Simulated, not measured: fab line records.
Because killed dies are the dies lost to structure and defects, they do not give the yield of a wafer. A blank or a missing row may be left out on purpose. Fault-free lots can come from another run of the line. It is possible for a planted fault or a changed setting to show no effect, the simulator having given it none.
Which tool is to blame?	flow n5 finfet	23 lots with 69 wafers sampled at 6 steps, on a route of 1938 steps

== WHAT THE GAUGES READ, wafer by wafer ==
N5_BEOL_M13_THK_MEAS_50: measures by xrf. Usual: M13_THK gives 413 nm (standard deviation 6.8).
lot	measured	on	M13_THK (nm)	flag
L074	day 11 01:10	film metro-02	413 406 413	
L077	day 11 10:42	film metro-01	404 423 411	
L076	day 11 13:42	film metro-01	416 414 419	
L075	day 11 23:18	film metro-02	407 407 404	
L078	day 12 04:32	film metro-01	420 421 425	
L079	day 12 04:41	film metro-02	423 414 429	
L080	day 12 13:01	film metro-01	416 414 407	
L081	day 12 14:17	film metro-02	403 417 407	
L082	day 12 20:05	film metro-02	426 420 414	
L085	day 13 13:14	film metro-01	411 418 417	
L088	day 14 09:08	film metro-02	412 418 410	
L087	day 14 12:48	film metro-01	409 415 413	
L086	day 14 15:21	film metro-01	403 418 415	
L084	day 14 16:28	film metro-02	417 420 416	
L090	day 14 16:41	film metro-02	414 410 405	
L089	day 14 17:17	film metro-02	410 406 420	
L091	day 15 11:05	film metro-02	419 425 413	
L092	day 16 00:17	film metro-02	419 417 415	
L093	day 16 04:29	film metro-02	421 416 409	
L094	day 16 06:25	film metro-01	412 414 406	
L096	day 16 07:52	film metro-02	410 423 407	
L095	day 16 10:10	film metro-02	410 420 410	
L097	day 17 09:30	film metro-02	402 412 416	

== EACH LOT AND THE TOOL THAT RAN IT (in order: tool; ch and the chambers of the sampled wafers; start) ==
lot	N5_BEOL_M11_DEP_56	N5_BEOL_M12_DESCUM_15	N5_BEOL_M12_ETCH_67	N5_BEOL_M13_ETCH_68	N5_BEOL_M13_SPUTTER_44
L074	pecvd-04 ch 0,1,2, day 10 13:20	rie diel-02 ch 0,1,2, day 10 14:59	rie diel-02 ch 0,1,2, day 10 16:43	rie diel-06 ch 0,1,3, day 10 21:50	pvd sputter-03, day 11 00:13
L077	pecvd-04 ch 0,2, day 10 23:07	rie diel-02 ch 1,2, day 11 00:20	rie diel-02 ch 0,3, day 11 01:59	rie diel-03 ch 0,1,2, day 11 08:39	pvd sputter-01, day 11 09:45
L076	pecvd-04 ch 0,2, day 11 02:20	rie diel-04 ch 0,1,3, day 11 03:07	rie diel-05 ch 0,3, day 11 04:24	rie diel-06 ch 0,2, day 11 09:49	pvd sputter-03, day 11 12:45
L075	pecvd-03 ch 0,1,2, day 11 07:22	rie diel-04 ch 1,2,3, day 11 08:22	rie diel-02 ch 0,1,3, day 11 09:46	rie diel-03 ch 1,2, day 11 16:22	pvd sputter-02, day 11 22:21
L078	pecvd-04 ch 0,2, day 11 12:32	rie diel-02 ch 0,1,3, day 11 13:11	rie diel-04 ch 0,1, day 11 14:15	rie diel-01 ch 1,3, day 11 19:48	pvd sputter-01, day 12 03:11
L079	pecvd-04 ch 0,2, day 11 17:22	rie diel-05 ch 0,1,2, day 11 18:01	rie diel-05 ch 0,3, day 11 19:05	rie diel-03 ch 0,1,3, day 12 01:41	pvd sputter-01, day 12 03:31
L080	pecvd-03 ch 0,1, day 11 22:21	rie diel-05 ch 1,3, day 11 23:00	rie diel-04 ch 0,1,3, day 12 00:04	rie diel-03 ch 0,2,3, day 12 10:19	pvd sputter-02, day 12 12:04
L081	pecvd-03 ch 1,2, day 12 00:45	rie diel-02 ch 1,2, day 12 01:24	rie diel-02 ch 0,2,3, day 12 03:08	rie diel-01 ch 0,2,3, day 12 11:06	pvd sputter-01, day 12 13:20
L082	pecvd-01 ch 0,1,2, day 12 09:34	rie diel-05 ch 0,1,3, day 12 10:22	rie diel-04 ch 0,2,3, day 12 11:26	rie diel-06 ch 1,2,3, day 12 16:16	pvd sputter-01, day 12 19:07
L085	pecvd-03 ch 1,2, day 13 03:46	rie diel-04 ch 0,3, day 13 04:32	rie diel-05 ch 0,1,3, day 13 05:35	rie diel-06 ch 1,2,3, day 13 09:50	pvd sputter-02, day 13 12:17
L088	pecvd-03 ch 0,1,2, day 13 23:29	rie diel-05 ch 0,3, day 14 00:14	rie diel-05 ch 0,1,2, day 14 01:18	rie diel-06 ch 0,1,3, day 14 06:26	pvd sputter-01, day 14 08:11
L087	pecvd-01 ch 0,2, day 14 03:08	rie diel-04 ch 0,1,2, day 14 03:56	rie diel-05 ch 2,3, day 14 04:52	rie diel-06 ch 1,2,3, day 14 10:32	pvd sputter-03, day 14 11:40
L086	pecvd-03 ch 0,1, day 14 03:20	rie diel-02 ch 1,2, day 14 04:06	rie diel-04 ch 1,2,3, day 14 05:10	rie diel-03 ch 0,1,3, day 14 12:04	pvd sputter-02, day 14 14:23
L084	pecvd-01 ch 0,2, day 14 03:22	rie diel-04 ch 0,1, day 14 04:11	rie diel-02 ch 0,2, day 14 05:13	rie diel-03 ch 0,3, day 14 14:08	pvd sputter-03, day 14 15:29
L090	pecvd-03 ch 0,2, day 14 04:03	rie diel-04 ch 0,1,2, day 14 04:49	rie diel-02 ch 1,2, day 14 05:58	rie diel-06 ch 0,2,3, day 14 14:25	pvd sputter-02, day 14 15:32
L089	pecvd-03 ch 0,1,2, day 14 04:50	rie diel-02 ch 0,2, day 14 05:40	rie diel-05 ch 1,2,3, day 14 06:36	rie diel-03 ch 0,1,2, day 14 14:43	pvd sputter-03, day 14 16:19
L091	pecvd-03 ch 1,2, day 14 20:08	rie diel-02 ch 1,3, day 14 20:54	rie diel-04 ch 0,1,3, day 14 22:01	rie diel-01 ch 1,2,3, day 15 05:23	pvd sputter-03, day 15 10:08
L092	pecvd-01 ch 0,1, day 15 05:07	rie diel-05 ch 0,1,3, day 15 05:53	rie diel-02 ch 0,3, day 15 07:08	rie diel-06 ch 1,2, day 15 20:22	pvd sputter-02, day 15 23:17
L093	pecvd-01 ch 0,1,2, day 15 19:19	rie diel-02 ch 0,1,3, day 15 20:05	rie diel-04 ch 1,2,3, day 15 21:09	rie diel-01 ch 1,2,3, day 16 01:40	pvd sputter-02, day 16 03:16
L094	pecvd-01 ch 0,1,2, day 15 20:10	rie diel-05 ch 0,1,3, day 15 20:49	rie diel-02 ch 0,1,3, day 15 21:49	rie diel-03 ch 2,3, day 16 02:01	pvd sputter-03, day 16 05:24
L096	pecvd-03 ch 0,1,2, day 15 22:59	rie diel-04 ch 1,2, day 15 23:53	rie diel-05 ch 1,3, day 16 00:57	rie diel-03 ch 0,1,2, day 16 05:48	pvd sputter-03, day 16 06:55
L095	pecvd-04 ch 0,1, day 15 23:26	rie diel-05 ch 0,1,3, day 16 00:13	rie diel-02 ch 0,1,3, day 16 01:10	rie diel-06 ch 0,1,3, day 16 06:51	pvd sputter-02, day 16 09:07
L097	pecvd-04 ch 0,1,2, day 16 21:41	rie diel-05 ch 0,2,3, day 16 22:28	rie diel-04 ch 0,3, day 16 23:32	rie diel-06 ch 0,1,3, day 17 04:52	pvd sputter-03, day 17 08:27
- N5_BEOL_M11_DEP_56: deposits SiCN from 3MS/NH3, target thk 30 nm, time 10.5 s.
- N5_BEOL_M12_DESCUM_15: chemistry O2, time 7.9 s.
- N5_BEOL_M12_ETCH_67: etches SiARC in CF4, target depth 143 nm, time 238.3 s.
- N5_BEOL_M13_ETCH_68: etches SOC in N2/H2, time 355 s.
- N5_BEOL_M13_SPUTTER_44: material Ta, target thk 10 nm, time 16.13 s.

== AS READ BY THE TOOLS THEMSELVES (means over the sampled wafers that have a number; for cases with no such wafer, the mark the record gives instead) ==
N5_BEOL_M11_DEP_56. Usual: chamber pressure Torr 2.999 Torr, standard deviation 0.0072; showerhead plenum p Torr 4.169 Torr, standard deviation 0.028; throttle valve pct 17.8 %, standard deviation 0.84.
lot	tool	chamber pressure Torr (Torr)	showerhead plenum p Torr (Torr)	throttle valve pct (%)	flag
L074	pecvd-04	3.005	4.175	17.4	
L077	pecvd-04	3.000	4.158	16.7	
L076	pecvd-04	2.998	4.152	17.2	
L075	pecvd-03	3.004	4.158	18.1	
L078	pecvd-04	2.994	4.154	17.4	
L079	pecvd-04	2.998	4.152	17.5	
L080	pecvd-03	2.995	4.173	18.4	
L081	pecvd-03	3.001	4.143	18.3	
L082	pecvd-01	2.999	4.174	18.1	
L085	pecvd-03	2.997	4.148	18.5	
L088	pecvd-03	3.001	4.163	18.1	
L087	pecvd-01	3.006	4.164	17.4	
L086	pecvd-03	3.001	4.171	18.2	
L084	pecvd-01	2.999	4.162	17.3	
L090	pecvd-03	3.004	4.183	17.8	
L089	pecvd-03	2.997	4.161	18.2	
L091	pecvd-03	3.000	4.156	18.0	
L092	pecvd-01	2.999	4.175	18.9	
L093	pecvd-01	3.001	4.171	18.2	
L094	pecvd-01	3.003	4.175	18.1	
L096	pecvd-03	2.994	4.164	18.2	
L095	pecvd-04	3.007	4.201	18.0	
L097	pecvd-04	2.992	4.181	17.6	

N5_BEOL_M12_DESCUM_15. Usual: drypump motor current A 5.4 A, standard deviation 0.37; o2 flow sccm 225.0 sccm, standard deviation 0.71; oes product au 0.77 a.u., standard deviation 0.088; rf vpp V 243.0 V, standard deviation 1.5; showerhead plenum p Torr 2.08 Torr, standard deviation 0.087; throttle valve pct 20.35 %, standard deviation 0.14.
lot	tool	drypump motor current A (A)	o2 flow sccm (sccm)	oes product au (a.u.)	rf vpp V (V)	showerhead plenum p Torr (Torr)	throttle valve pct (%)	flag
L074	rie diel-02	5.5	225.1	0.74	243.3	2.09	20.39	
L077	rie diel-02	5.6	225.1	0.74	243.8	2.14	20.41	
L076	rie diel-04	5.6	224.4	0.69	243.2	2.03	20.47	
L075	rie diel-04	5.3	225.0	0.74	242.8	2.05	20.44	
L078	rie diel-02	5.3	224.4	0.79	243.1	2.08	20.36	
L079	rie diel-05	5.5	224.8	0.73	243.2	2.08	20.30	
L080	rie diel-05	5.6	224.5	0.80	242.9	2.12	20.27	
L081	rie diel-02	5.3	224.7	0.78	244.3	2.14	20.35	
L082	rie diel-05	5.4	225.5	0.78	243.8	2.09	20.23	
L085	rie diel-04	5.7	224.7	0.67	241.8	1.96	20.42	
L088	rie diel-05	5.2	225.8	0.78	244.5	2.13	20.14	
L087	rie diel-04	5.3	225.4	0.81	242.4	2.05	20.43	
L086	rie diel-02	5.3	225.1	0.76	243.5	2.13	20.39	
L084	rie diel-04	5.5	225.1	0.87	242.5	2.08	20.38	
L090	rie diel-04	5.3	225.7	0.82	243.4	2.05	20.42	
L089	rie diel-02	5.8	224.7	0.68	243.2	2.08	20.52	
L091	rie diel-02	5.3	225.3	0.83	242.4	2.12	20.33	
L092	rie diel-05	5.4	224.9	0.75	242.9	2.08	20.27	
L093	rie diel-02	5.4	225.2	0.76	242.9	2.06	20.40	
L094	rie diel-05	5.4	225.6	0.74	243.0	2.07	20.28	
L096	rie diel-04	5.1	225.2	0.87	243.7	2.10	20.37	
L095	rie diel-05	5.4	224.0	0.74	243.1	2.07	20.28	
L097	rie diel-05	5.5	225.4	0.83	243.6	2.14	20.20	

N5_BEOL_M12_ETCH_67. Usual: drypump motor current A 5.4 A, standard deviation 0.37; etch rf on time s 242 s, standard deviation 4.4; oes product au 0.64 a.u., standard deviation 0.07; rf vpp V 184.0 V, standard deviation 1.3; showerhead plenum p Torr 2.14 Torr, standard deviation 0.081; throttle valve pct 15.64 %, standard deviation 0.19.
lot	tool	drypump motor current A (A)	etch rf on time s (s)	oes product au (a.u.)	rf vpp V (V)	showerhead plenum p Torr (Torr)	throttle valve pct (%)	flag
L074	rie diel-02	5.5	239	0.64	184.6	2.14	15.63	
L077	rie diel-02	5.5	240	0.68	184.6	2.13	15.62	
L076	rie diel-05	5.4	244	0.71	185.0	2.23	15.40	
L075	rie diel-02	5.3	245	0.67	184.0	2.13	15.55	
L078	rie diel-04	5.5	240	0.58	184.1	2.15	15.91	
L079	rie diel-05	5.2	244	0.68	184.3	2.19	15.36	
L080	rie diel-04	5.6	242	0.58	183.5	2.09	15.84	
L081	rie diel-02	5.7	239	0.63	184.2	2.14	15.74	
L082	rie diel-04	5.4	242	0.62	182.4	2.05	15.71	
L085	rie diel-05	5.4	246	0.65	184.2	2.15	15.56	
L088	rie diel-05	5.4	243	0.60	182.8	2.13	15.63	
L087	rie diel-05	5.8	246	0.65	185.3	2.23	15.57	
L086	rie diel-04	5.2	239	0.70	183.6	2.10	15.60	
L084	rie diel-02	5.8	237	0.59	184.3	2.14	15.87	
L090	rie diel-02	5.3	236	0.65	184.6	2.18	15.59	
L089	rie diel-05	5.7	248	0.62	184.0	2.16	15.67	
L091	rie diel-04	5.6	243	0.64	182.2	2.08	15.73	
L092	rie diel-02	5.6	243	0.61	182.7	2.07	15.74	
L093	rie diel-04	5.2	240	0.67	182.9	2.09	15.63	
L094	rie diel-02	5.3	243	0.64	183.7	2.12	15.63	
L096	rie diel-05	5.6	248	0.64	184.6	2.18	15.65	
L095	rie diel-02	5.3	243	0.63	182.9	2.12	15.64	
L097	rie diel-04	5.8	238	0.80	186.6	2.28	15.37	

N5_BEOL_M13_ETCH_68. Usual: drypump motor current A 5.6 A, standard deviation 0.36; oes product au 0.80 a.u., standard deviation 0.082; rf vpp V 524.3 V, standard deviation 2.8; showerhead plenum p Torr 2.56 Torr, standard deviation 0.093; throttle valve pct 17.66 %, standard deviation 0.28.
lot	tool	drypump motor current A (A)	oes product au (a.u.)	rf vpp V (V)	showerhead plenum p Torr (Torr)	throttle valve pct (%)	flag
L074	rie diel-06	5.7	0.85	524.6	2.56	17.52	
L077	rie diel-03	5.5	0.78	524.7	2.60	17.43	
L076	rie diel-06	5.4	0.75	522.5	2.49	17.97	
L075	rie diel-03	5.5	0.75	522.0	2.52	17.44	
L078	rie diel-01	6.1	0.80	522.3	2.48	17.51	
L079	rie diel-03	5.7	0.85	527.2	2.66	17.65	
L080	rie diel-03	5.5	0.83	525.3	2.59	17.70	
L081	rie diel-01	5.9	0.74	523.3	2.50	17.79	
L082	rie diel-06	5.5	0.78	525.6	2.58	17.73	
L085	rie diel-06	5.5	0.77	525.7	2.58	17.74	
L088	rie diel-06	5.7	0.82	525.5	2.55	17.56	
L087	rie diel-06	5.5	0.86	525.2	2.57	17.61	
L086	rie diel-03	5.7	0.82	527.2	2.66	17.68	
L084	rie diel-03	5.7	0.87	526.3	2.65	17.95	
L090	rie diel-06	5.4	0.87	524.1	2.54	17.73	
L089	rie diel-03	5.5	0.76	524.6	2.59	17.47	
L091	rie diel-01	6.1	0.83	523.8	2.56	17.55	
L092	rie diel-06	5.4	0.89	522.6	2.52	17.63	
L093	rie diel-01	6.0	0.82	525.0	2.55	17.57	
L094	rie diel-03	5.7	0.83	523.6	2.56	17.96	
L096	rie diel-03	5.5	0.75	524.6	2.59	17.50	
L095	rie diel-06	5.7	0.80	524.6	2.55	17.59	
L097	rie diel-06	5.7	0.80	524.5	2.54	17.59	

N5_BEOL_M13_SPUTTER_44. Usual: cathode dc power W 15000 W, standard deviation 2.7; throttle valve pct 29.7 %, standard deviation 1.
lot	tool	cathode dc power W (W)	throttle valve pct (%)	flag
L074	pvd sputter-03	15001	28.9	
L077	pvd sputter-01	14999	29.4	
L076	pvd sputter-03	15000	29.6	
L075	pvd sputter-02	15000	29.7	
L078	pvd sputter-01	15002	30.0	
L079	pvd sputter-01	14999	28.8	
L080	pvd sputter-02	15000	29.1	
L081	pvd sputter-01	14998	30.0	
L082	pvd sputter-01	14999	29.6	
L085	pvd sputter-02	15001	30.2	
L088	pvd sputter-01	14998	30.0	
L087	pvd sputter-03	15005	30.5	
L086	pvd sputter-02	15000	30.0	
L084	pvd sputter-03	15004	28.9	
L090	pvd sputter-02	15000	29.7	
L089	pvd sputter-03	15003	29.1	
L091	pvd sputter-03	14995	30.1	
L092	pvd sputter-02	14999	30.3	
L093	pvd sputter-02	15000	29.5	
L094	pvd sputter-03	15000	29.0	
L096	pvd sputter-03	14999	29.7	
L095	pvd sputter-02	14999	30.2	
L097	pvd sputter-03	14997	29.0	

== THE ANSWER, worked out from the rows above alone ==
Rule: a lot is off if the mean of its wafers that have a number lies more than 3 standard deviations from the usual mean. Also off: a lot with no number at a reading for which 4 or more lots have one. The other lots that the step has rows for count as sound. The gauges are gone through in route order, then the tools' own readings, and for those a lot's mean is taken as printed above. At the first step where some lot is off, the reading lying furthest off is the one used; lots without a number count as furthest.
None of the lots is off at any reading shown; this tells nothing.

== WHAT THE SIMULATOR HAD PUT IN ==
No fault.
